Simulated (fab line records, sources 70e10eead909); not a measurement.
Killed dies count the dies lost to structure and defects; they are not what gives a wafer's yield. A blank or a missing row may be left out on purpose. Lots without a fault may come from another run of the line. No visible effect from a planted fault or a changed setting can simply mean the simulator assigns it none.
Chamber matching | flow nand harc | 3 sister chambers for NHARC_A_M0_PRE_CLEAN_31 on pecvd-03
The step time 12 s. 14 wafers are shown with their chamber, then 7 later ones without.

## WAFERS, EACH WITH ITS CHAMBER
wafer  | chamber | susceptor temp C (C) | heater power w (W)
L074.2 | 1       | 370.09               | 625
L074.5 | 0       | 369.92               | 686
L074.6 | 2       | 370.08               | 609
L078.1 | 0       | 369.64               | 643
L078.2 | 2       | 370.16               | 672
L078.5 | 0       | 369.87               | 646
L082.1 | 1       | 370.53               | 579
L082.2 | 2       | 369.80               | 613
L082.4 | 1       | 370.24               | 564
L081.1 | 0       | 370.06               | 581
L081.3 | 1       | 370.03               | 637
L081.5 | 1       | 369.95               | 637
L087.2 | 2       | 370.24               | 608
L087.3 | 0       | 370.32               | 628

SIGNATURES, as means of the wafers listed above
reading          | chamber 0 | chamber 1 | chamber 2 | scatter within a chamber
susceptor temp C | 369.9620  | 370.1680  | 370.0700  | 0.228
heater power w   | 636.80    | 608.40    | 625.50    | 34.9
Rule: for each reading, subtract the chamber's mean from the wafer's reading, divide by that reading's scatter and square the result; add these up over the readings and take the root, which gives the wafer's distance from the chamber. The wafer belongs to the nearest chamber; if the next one is less than 2 further off, it can't be placed. The scatter is the square root of a quotient: the sum, over the shown wafers, of each reading's squared deviation from its chamber's mean, divided by wafers minus chambers.

## WAFERS MISSING THEIR CHAMBER
wafer  | susceptor temp C (C) | heater power w (W)
L087.5 | 370.18               | 653
L085.2 | 369.87               | 670
L085.3 | 370.27               | 645
L085.5 | 370.03               | 657
L089.2 | 369.91               | 622
L089.3 | 369.86               | 563
L089.4 | 370.13               | 615

## EACH ONE'S CHAMBER
wafer  | from the rows above          | in truth
L087.5 | can't be placed: 2 or 0 or 1 | 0
L085.2 | can't be placed: 0 or 2 or 1 | 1
L085.3 | can't be placed: 2 or 1 or 0 | 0
L085.5 | can't be placed: 0 or 2 or 1 | 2
L089.2 | can't be placed: 0 or 2 or 1 | 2
L089.3 | can't be placed: 1 or 2 or 0 | 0
L089.4 | can't be placed: 1 or 2 or 0 | 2
Placed correctly: 0 of 7. Unplaceable from these rows: 7, with the true chamber sitting among the candidates in 7. Wrongly placed: 0.
